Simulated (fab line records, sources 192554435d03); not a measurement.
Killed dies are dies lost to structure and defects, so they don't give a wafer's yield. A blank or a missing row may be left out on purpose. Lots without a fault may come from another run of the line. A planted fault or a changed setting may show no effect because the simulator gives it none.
Chamber matching | flow n5_finfet | N5_SD_EPI_P_DESCUM_14 on rie_diel-01: 4 sister chambers
The step chemistry O2, time 7.9 s. 14 wafers are shown with their chamber, then 7 later ones without.

WAFERS WITH THEIR CHAMBER
wafer  | chamber | drypump_motor_current_A (A) | showerhead_plenum_p_Torr (Torr) | throttle_valve_pct (%)
L074.2 | 2       | 5.1                         | 2.05                            | 20.52
L074.3 | 0       | 6.1                         | 2.17                            | 20.44
L074.5 | 1       | 6.3                         | 2.04                            | 19.97
L076.1 | 2       | 5.2                         | 2.05                            | 20.53
L076.2 | 3       | 6.0                         | 2.11                            | 20.25
L076.5 | 3       | 6.0                         | 2.11                            | 20.23
L081.1 | 2       | 5.1                         | 2.05                            | 20.53
L081.3 | 3       | 6.0                         | 2.10                            | 20.24
L081.6 | 1       | 6.3                         | 2.04                            | 20.02
L085.1 | 2       | 5.1                         | 2.05                            | 20.55
L085.2 | 0       | 6.1                         | 2.16                            | 20.45
L085.3 | 1       | 6.3                         | 2.03                            | 20.00
L087.3 | 1       | 6.3                         | 2.03                            | 20.04
L087.4 | 2       | 5.1                         | 2.05                            | 20.58

SIGNATURES (means of the wafers above)
reading                  | chamber 0 | chamber 1 | chamber 2 | chamber 3 | scatter within a chamber
drypump_motor_current_A  | 6.100     | 6.300     | 5.120     | 6.000     | 0.0283
showerhead_plenum_p_Torr | 2.1650    | 2.0350    | 2.0500    | 2.1067    | 0.00465
throttle_valve_pct       | 20.4450   | 20.0075   | 20.5420   | 20.2400   | 0.0228
Rule: a wafer's distance from a chamber is the root of the sum, over the readings, of the square of ((its reading less the chamber's mean) divided by the reading's scatter). The wafer belongs to the nearest chamber; if the next one is less than 2 further off, it can't be placed. The scatter: the root of (the sum of the squares of (reading less its chamber's mean) over the shown wafers, divided by (wafers less chambers)).

WAFERS WITHOUT THEIR CHAMBER
wafer  | drypump_motor_current_A (A) | showerhead_plenum_p_Torr (Torr) | throttle_valve_pct (%)
L087.5 | 6.0                         | 2.10                            | 20.27
L095.1 | 5.1                         | 2.04                            | 20.58
L095.3 | 6.0                         | 2.10                            | 20.29
L095.6 | 6.0                         | 2.10                            | 20.29
L097.1 | 6.4                         | 2.02                            | 20.07
L097.4 | 6.0                         | 2.09                            | 20.30
L097.6 | 6.3                         | 2.02                            | 20.06

WHICH CHAMBER EACH WENT THROUGH
wafer  | from the rows above | in truth
L087.5 | 3                   | 3
L095.1 | 2                   | 2
L095.3 | 3                   | 3
L095.6 | 3                   | 3
L097.1 | 1                   | 1
L097.4 | 3                   | 3
L097.6 | 1                   | 1
Placed correctly: 7 of 7. Can't be placed from these rows: 0. Placed wrongly: 0.
